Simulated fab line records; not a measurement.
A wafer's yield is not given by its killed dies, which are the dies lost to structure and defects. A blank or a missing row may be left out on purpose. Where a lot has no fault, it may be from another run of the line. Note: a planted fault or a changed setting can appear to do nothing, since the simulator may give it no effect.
fab line records | flow nand_harc
[record] lots = 14 | wafers = 42 | last_day = 31
route steps=1302 shown A_SOURCE_PLATE@423 A_ONON_D1@437 END@1302
lots that met no fault: from a run of the same line without faults
start_h: the number of hours between the record's first day and the start of the first shown wafer of the lot | wait_h: hours from the lot's prior step to this one | " as in the row above | L1.1+2: a single row standing in for several wafers | - value missing, or start not given | * or withheld: withheld | < > ~ a bound
route shown NAME@n: names a module that has steps shown in the file, with the first one's number in the route | usual: mean/standard deviation of fault-free wafers | same: alike in all rows | chamber/n: place in a boat | sites: each site's reading | _std_site: their standard deviation | _edge_site: outer sites' mean less inner sites' | radius_mm: how far each site lies from the wafer's centre | mask NAME#n: copy n | behind: the last tool/chamber to shape the wafer | hold: the reason the lot was held/the length of the hold in hours/how it ended | device: the transistor (n, p or np) that didn't switch | end of line: the tests these same wafers got at the end of their route | for a step that has no rows: nothing shown but its recipe | killed: dies that structure and defects cost at the first sort, which is not the same as the wafer's yield | map: a wafer's dies, x killed, . not, _ none there
set.NAME: the setting as run; set.NAME@STEP: as run at that earlier step | model.NAME: the simulator's own value behind a step, which no gauge read
one table for each step of the route and one row for each wafer, over a sample of lots
services: when a tool's chamber went out of use (start_h, in hours from the record's first day, below 0 if earlier), for how many hours, and the reason
[[steps]]
[step NHARC_A_SOURCE_PLATE_INSPECT_08]
[usual] raw_defect_count = 67/28
lot.wafer | tool              | chamber | start_h | wait_h | raw_defect_count
L374.2    | defect_inspect-01 | -       | 155.54  | 0.0    | 79
L374.5    | "                 | -       | "       | "      | 33
L374.6    | "                 | -       | "       | "      | 36
L375.2    | defect_inspect-01 | -       | 168.48  | 0.0    | 62
L375.5    | "                 | -       | "       | "      | 84
L375.6    | "                 | -       | "       | "      | 59
L377.1    | defect_inspect-02 | -       | 195.46  | 0.0    | 83
L377.3    | "                 | -       | "       | "      | 52
L377.5    | "                 | -       | "       | "      | 58
L378.2    | defect_inspect-02 | -       | 198.94  | 0.0    | 100
L378.3    | "                 | -       | "       | "      | 65
L378.4    | "                 | -       | "       | "      | 71
L379.2    | defect_inspect-02 | -       | 214.94  | 0.0    | 66
L379.3    | "                 | -       | "       | "      | 37
L379.4    | "                 | -       | "       | "      | 48
L380.3    | defect_inspect-01 | -       | 225.14  | 0.0    | 149
L380.5    | "                 | -       | "       | "      | 77
L380.6    | "                 | -       | "       | "      | 134
L382.1    | defect_inspect-02 | -       | 245.37  | 0.0    | 120
L382.2    | "                 | -       | "       | "      | 78
L382.4    | "                 | -       | "       | "      | 103
L383.2    | defect_inspect-01 | -       | 245.38  | 0.0    | 59
L383.3    | "                 | -       | "       | "      | 78
L383.6    | "                 | -       | "       | "      | 66
L385.1    | defect_inspect-02 | -       | 274.15  | 0.0    | 102
L385.3    | "                 | -       | "       | "      | 59
L385.6    | "                 | -       | "       | "      | 63
L386.2    | defect_inspect-01 | -       | 278.62  | 0.0    | 51
L386.4    | "                 | -       | "       | "      | 90
L386.5    | "                 | -       | "       | "      | 72
L387.1    | defect_inspect-02 | -       | 305.22  | 0.0    | 65
L387.3    | "                 | -       | "       | "      | 56
L387.4    | "                 | -       | "       | "      | 86
L389.1    | defect_inspect-01 | -       | 314.90  | 0.0    | 48
L389.4    | "                 | -       | "       | "      | 64
L389.5    | "                 | -       | "       | "      | 63
L390.1    | defect_inspect-01 | -       | 322.32  | 0.0    | 38
L390.4    | "                 | -       | "       | "      | 67
L390.6    | "                 | -       | "       | "      | 56
L391.2    | defect_inspect-02 | -       | 331.41  | 0.0    | 56
L391.3    | "                 | -       | "       | "      | 61
L391.6    | "                 | -       | "       | "      | 40
[step NHARC_A_ONON_D1_THK_MEAS_18]
[recipe] thk_meas_gauge = ellipsometry
[usual] thk_nm = 1003/9.7
lot.wafer | tool          | chamber | start_h | wait_h | thk_nm
L374.2    | film_metro-02 | -       | 167.46  | -      | 1019
L374.5    | "             | -       | "       | "      | 1019
L374.6    | "             | -       | "       | "      | 1019
L375.2    | film_metro-02 | -       | 179.31  | -      | 995
L375.5    | "             | -       | "       | "      | 995
L375.6    | "             | -       | "       | "      | 993
L377.1    | film_metro-01 | -       | 206.16  | -      | 1007
L377.3    | "             | -       | "       | "      | 1008
L377.5    | "             | -       | "       | "      | 1007
L378.2    | film_metro-02 | -       | 209.36  | -      | 990
L378.3    | "             | -       | "       | "      | 989
L378.4    | "             | -       | "       | "      | 988
L379.2    | film_metro-01 | -       | 227.74  | -      | 1002
L379.3    | "             | -       | "       | "      | 1003
L379.4    | "             | -       | "       | "      | 1004
L380.3    | film_metro-02 | -       | 235.57  | -      | 1005
L380.5    | "             | -       | "       | "      | 1005
L380.6    | "             | -       | "       | "      | 1005
L382.1    | film_metro-02 | -       | 256.01  | -      | 1006
L382.2    | "             | -       | "       | "      | 1005
L382.4    | "             | -       | "       | "      | 1005
L383.2    | film_metro-01 | -       | 256.02  | -      | 1021
L383.3    | "             | -       | "       | "      | 1021
L383.6    | "             | -       | "       | "      | 1020
L385.1    | film_metro-01 | -       | 284.57  | -      | 1010
L385.3    | "             | -       | "       | "      | 1010
L385.6    | "             | -       | "       | "      | 1009
L386.2    | film_metro-01 | -       | 289.31  | -      | 1003
L386.4    | "             | -       | "       | "      | 1003
L386.5    | "             | -       | "       | "      | 1004
L387.1    | film_metro-02 | -       | 315.83  | -      | 987
L387.3    | "             | -       | "       | "      | 987
L387.4    | "             | -       | "       | "      | 986
L389.1    | film_metro-02 | -       | 327.14  | -      | 1003
L389.4    | "             | -       | "       | "      | 1005
L389.5    | "             | -       | "       | "      | 1005
L390.1    | film_metro-02 | -       | 333.99  | -      | 1008
L390.4    | "             | -       | "       | "      | 1008
L390.6    | "             | -       | "       | "      | 1008
L391.2    | film_metro-02 | -       | 342.05  | -      | 1010
L391.3    | "             | -       | "       | "      | 1009
L391.6    | "             | -       | "       | "      | 1010
[step NHARC_A_ONON_D1_DEP_19]
[recipe] target_thk_a = 10000 | n2_flow_sccm = 2750 | n2o_flow_sccm = 2000 | nh3_flow_sccm = 500 | sih4_flow_sccm = 210 | temp_c = 400
lot.wafer  | tool          | chamber | start_h | wait_h
L374.2+5+6 | pecvd_onon-02 | 0       | 167.57  | 0.1
L375.2+5+6 | pecvd_onon-03 | 0       | 179.42  | 0.1
L377.1+3+5 | pecvd_onon-03 | 0       | 206.21  | 0.1
L378.2+3+4 | pecvd_onon-01 | 0       | 209.48  | 0.1
L379.2+3+4 | pecvd_onon-02 | 0       | 227.88  | 0.1
L380.3+5+6 | pecvd_onon-01 | 0       | 235.74  | 0.2
L382.1+2+4 | pecvd_onon-02 | 0       | 256.07  | 0.1
L383.2+3+6 | pecvd_onon-01 | 0       | 256.14  | 0.1
L385.1+3+6 | pecvd_onon-03 | 0       | 284.63  | 0.1
L386.2+4+5 | pecvd_onon-03 | 0       | 289.42  | 0.1
L387.1+3+4 | pecvd_onon-02 | 0       | 315.88  | 0.1
L389.1+4+5 | pecvd_onon-02 | 0       | 327.20  | 0.1
L390.1+4+6 | pecvd_onon-03 | 0       | 334.05  | 0.1
L391.2+3+6 | pecvd_onon-03 | 0       | 342.17  | 0.1
[step NHARC_A_ONON_D1_THK_MEAS_21]
[recipe] thk_meas_gauge = ellipsometry
[usual] thk_nm = 1003/12
lot.wafer | tool          | chamber | start_h | wait_h | thk_nm
L374.2    | film_metro-01 | -       | 168.03  | -      | 1008
L374.5    | "             | -       | "       | "      | 1007
L374.6    | "             | -       | "       | "      | 1007
L375.2    | film_metro-01 | -       | 179.87  | -      | 997
L375.5    | "             | -       | "       | "      | 997
L375.6    | "             | -       | "       | "      | 996
L377.1    | film_metro-02 | -       | 206.73  | -      | 1017
L377.3    | "             | -       | "       | "      | 1017
L377.5    | "             | -       | "       | "      | 1019
L378.2    | film_metro-01 | -       | 209.93  | -      | 984
L378.3    | "             | -       | "       | "      | 984
L378.4    | "             | -       | "       | "      | 985
L379.2    | film_metro-02 | -       | 228.36  | -      | 974
L379.3    | "             | -       | "       | "      | 975
L379.4    | "             | -       | "       | "      | 974
L380.3    | film_metro-02 | -       | 236.13  | -      | 1006
L380.5    | "             | -       | "       | "      | 1006
L380.6    | "             | -       | "       | "      | 1007
L382.1    | film_metro-01 | -       | 256.58  | -      | 1019
L382.2    | "             | -       | "       | "      | 1019
L382.4    | "             | -       | "       | "      | 1018
L383.2    | film_metro-02 | -       | 256.59  | -      | 1012
L383.3    | "             | -       | "       | "      | 1010
L383.6    | "             | -       | "       | "      | 1011
L385.1    | film_metro-02 | -       | 285.14  | -      | 996
L385.3    | "             | -       | "       | "      | 996
L385.6    | "             | -       | "       | "      | 996
L386.2    | film_metro-02 | -       | 289.87  | -      | 996
L386.4    | "             | -       | "       | "      | 996
L386.5    | "             | -       | "       | "      | 995
L387.1    | film_metro-02 | -       | 316.40  | -      | 1020
L387.3    | "             | -       | "       | "      | 1019
L387.4    | "             | -       | "       | "      | 1019
L389.1    | film_metro-02 | -       | 327.71  | -      | 1011
L389.4    | "             | -       | "       | "      | 1011
L389.5    | "             | -       | "       | "      | 1010
L390.1    | film_metro-02 | -       | 334.56  | -      | 993
L390.4    | "             | -       | "       | "      | 615
L390.6    | "             | -       | "       | "      | 992
L391.2    | film_metro-02 | -       | 342.63  | -      | 1000
L391.3    | "             | -       | "       | "      | 621
L391.6    | "             | -       | "       | "      | 998
[step NHARC_END_SORT_01]
[recipe] temp_c = 25
[usual] killed_at_array = 59/20 | killed_at_other = 0.8/1.2 | killed_at_periphery = 3.5/2.2 | killed_dies = 63/20 | killed_open = 3.3/1.8 | killed_short = 2.6/1.7
[same] gross_dies = 677
lot.wafer | tool      | chamber | start_h | wait_h | killed_at_array | killed_at_other | killed_at_periphery | killed_dies | killed_open | killed_short
L385.1    | prober-01 | 0       | 664.84  | 2.5    | 51              | 0               | 7                   | 58          | 3           | 1
L385.3    | prober-01 | 0       | 666.42  | 3.1    | 40              | 1               | 4                   | 45          | 0           | 1
L385.6    | prober-01 | 0       | 668.79  | 4.0    | 52              | 0               | 4                   | 56          | 1           | 1
L390.1    | prober-02 | 0       | 709.96  | 2.5    | 83              | 0               | 3                   | 86          | 6           | 4
L390.4    | prober-02 | 0       | 712.37  | 3.4    | 666             | 1               | 10                  | 677         | 4           | 6
L390.6    | prober-02 | 0       | 713.97  | 4.0    | 73              | 0               | 6                   | 79          | 5           | 2
L391.2    | prober-02 | 0       | 748.00  | 2.8    | 36              | 0               | 5                   | 41          | 4           | 4
L391.3    | prober-02 | 0       | 748.80  | 3.1    | 676             | 0               | 1                   | 677         | 1           | 0
L391.6    | prober-02 | 0       | 751.19  | 4.0    | 36              | 0               | 5                   | 41          | 3           | 0
// killed by level:class
L385.1 A_CHANNEL_HOLE_D1:chamber_film_flake=29 A_ZERO_WELL:chamber_film_flake=6 A_CONTACT:chamber_film_flake=4 A_BLC:chamber_film_flake=4 P_GATE:chamber_film_flake=3 A_SLIT:chamber_film_flake=3 A_CHANNEL_FILL_D2:chamber_film_flake=2 A_STAIRCASE:chamber_film_flake=2
L385.3 A_CHANNEL_HOLE_D1:chamber_film_flake=24 A_CONTACT:chamber_film_flake=5 A_STAIRCASE:chamber_film_flake=3 P_GATE:chamber_film_flake=2 A_BONDPAD:chamber_film_flake=2 A_CHANNEL_FILL_D2:geometric_particle:short=1 P_ZERO_WELL:chamber_film_flake=1 P_M1:chamber_film_flake=1
L385.6 A_CHANNEL_HOLE_D1:chamber_film_flake=33 A_CONTACT:chamber_film_flake=4 A_BLC:chamber_film_flake=4 P_GATE:chamber_film_flake=3 A_ZERO_WELL:chamber_film_flake=3 A_CHANNEL_FILL_D2:chamber_film_flake=2 A_STAIRCASE:chamber_film_flake=2 A_WL_FILL:geometric_particle:short=1
L390.1 A_SLIT:chamber_film_flake=26 A_CHANNEL_HOLE_D2:chamber_film_flake=14 A_CONTACT:chamber_film_flake=13 A_CHANNEL_HOLE_D1:chamber_film_flake=10 A_STAIRCASE:chamber_film_flake=9 A_M0:geometric_particle:open=3 A_ONON_D1:geometric_particle:short=1 A_CHANNEL_FILL_D1:geometric_particle:short=1
L390.4 A_ONON_D1:area_dep=596 A_SLIT:chamber_film_flake=27 A_CHANNEL_HOLE_D2:chamber_film_flake=22 P_M2:chamber_film_flake=7 A_CONTACT:chamber_film_flake=7 A_STAIRCASE:chamber_film_flake=4 A_SOURCE_PLATE:geometric_particle:short=2 A_CHANNEL_HOLE_D1:chamber_film_flake=2
L390.6 A_SLIT:chamber_film_flake=29 A_CHANNEL_HOLE_D2:chamber_film_flake=19 A_STAIRCASE:chamber_film_flake=7 A_CHANNEL_HOLE_D1:chamber_film_flake=5 A_CONTACT:chamber_film_flake=5 P_M2:chamber_film_flake=3 A_M0:geometric_particle:open=2 P_GATE:chamber_film_flake=2
L391.2 A_CHANNEL_HOLE_D1:chamber_film_flake=10 A_CONTACT:chamber_film_flake=10 A_SLIT:chamber_film_flake=4 A_CHANNEL_FILL_D2:geometric_particle:open=2 P_BONDPAD:chamber_film_flake=2 A_M1:chamber_film_flake=2 P_M0:geometric_particle:short=1 P_M1:geometric_particle:open=1
L391.3 A_ONON_D1:area_dep=635 A_CONTACT:chamber_film_flake=13 A_CHANNEL_HOLE_D1:chamber_film_flake=12 A_SLIT:chamber_film_flake=8 A_STAIRCASE:chamber_film_flake=4 A_WL_FILL:chamber_film_flake=2 A_M1:chamber_film_flake=1 A_BLC:geometric_particle:open=1
L391.6 A_CHANNEL_HOLE_D1:chamber_film_flake=11 A_CONTACT:chamber_film_flake=9 A_SLIT:chamber_film_flake=6 A_M1:chamber_film_flake=4 P_BONDPAD:chamber_film_flake=3 A_STAIRCASE:chamber_film_flake=2 P_GATE:geometric_particle:open=1 A_CONTACT:geometric_particle:open=1
[[services]]
tool          | chamber | start_h | hours | kind
pecvd_onon-02 | -       | 185.00  | 13.0  | pm
pecvd_onon-03 | -       | 227.25  | 13.0  | pm
pecvd_onon-01 | -       | 269.00  | 13.0  | pm
pecvd_onon-01 | -       | 287.74  | 3.0   | repair
[[key]]
[first_sign] step = NHARC_A_ONON_D1_THK_MEAS_21 | reading = thk_nm | direction = down | sigmas = 33 | usual = 1003 | struck = 618
[effect] step = NHARC_END_SORT_01 | reading = killed_at_array | direction = up | sigmas = 31 | usual = 59 | struck = 671
[more_kills_born_at] NHARC_A_ONON_D1_DEP_19@pecvd_onon-03 = 1231
met_at NHARC_A_ONON_D1_DEP_19
struck_lots L390,L391
struck_wafers L390.4,L391.3
later_rows_left_out L390.4,L391.3
tester_left_out L390,L391
not_acting_at NHARC_A_SOURCE_PLATE_INSPECT_08,NHARC_A_ONON_D1_THK_MEAS_18
onset_between 289.42 334.05
[fault] kind = process_parameter_drift | tool = pecvd_onon-03 | chamber = - | onset_h = 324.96 | steps = NHARC_A_ONON_D1_DEP_19 | channel = target_thk_a | offset = * | shape = step | end_h = 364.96 | scope = struck_wafers_only | acts_in = * | stated = *
// tester_left_out: of these lots the tester's yield and bins aren't shown, on N5 and GAA mostly nor the transistor test; their killed dies are dies lost to structure and defects alone, not to doping, threshold or leakage, so they don't give the yield
// later_rows_left_out: the simulator's readings of these wafers behind a module that went badly wrong aren't trusted and aren't shown, but for the sort
